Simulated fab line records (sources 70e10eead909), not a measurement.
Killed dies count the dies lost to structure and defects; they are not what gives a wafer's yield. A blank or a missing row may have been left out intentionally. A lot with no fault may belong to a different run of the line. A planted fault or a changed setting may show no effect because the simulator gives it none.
Matching of chambers / flow nandHarc / 4 sister chambers for NHARC_A_STAIRCASE_CMP_152 on cmp-03
The step polishes. 8 wafers are shown with their chamber, then 8 later ones without.

WAFERS, EACH WITH ITS CHAMBER
wafer=L080.6; chamber=1; motorCurrentA (A)=12.2
wafer=L083.4; chamber=1; motorCurrentA (A)=12.9
wafer=L084.2; chamber=0; motorCurrentA (A)=12.5
wafer=L084.6; chamber=2; motorCurrentA (A)=11.6
wafer=L088.4; chamber=3; motorCurrentA (A)=12.2
wafer=L088.5; chamber=3; motorCurrentA (A)=12.3
wafer=L088.6; chamber=2; motorCurrentA (A)=11.4
wafer=L091.2; chamber=0; motorCurrentA (A)=12.6

WAFERS MISSING THEIR CHAMBER
wafer=L091.3; motorCurrentA (A)=11.4
wafer=L091.6; motorCurrentA (A)=12.8
wafer=L092.1; motorCurrentA (A)=12.2
wafer=L092.3; motorCurrentA (A)=12.9
wafer=L092.4; motorCurrentA (A)=11.3
wafer=L096.1; motorCurrentA (A)=12.5
wafer=L096.2; motorCurrentA (A)=13.1
wafer=L096.4; motorCurrentA (A)=11.4

CHAMBER TAKEN BY EACH
wafer=L091.3; from the rows above=2; in truth=2
wafer=L091.6; from the rows above=can't be placed: 0 or 1 or 3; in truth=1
wafer=L092.1; from the rows above=can't be placed: 3 or 0 or 1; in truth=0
wafer=L092.3; from the rows above=can't be placed: 0 or 1 or 3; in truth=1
wafer=L092.4; from the rows above=2; in truth=2
wafer=L096.1; from the rows above=can't be placed: 0 or 1 or 3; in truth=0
wafer=L096.2; from the rows above=can't be placed: 0 or 1 or 3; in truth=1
wafer=L096.4; from the rows above=2; in truth=2
Correct placement for 3 of the 8. Unplaceable from these rows: 5, with the true chamber sitting among the candidates in 5. 0 placed wrongly.
How it was worked out, from the rows above alone: a wafer's distance from a chamber is the root of the sum, over the readings, of the square of ((its reading less the chamber's mean) divided by the reading's scatter). The wafer belongs to the nearest chamber; if the next one is less than 2 further off, it can't be placed. A chamber's mean is the mean of its shown wafers. The scatter is the square root of a quotient: the sum, over the shown wafers, of each reading's squared deviation from its chamber's mean, divided by wafers minus chambers.
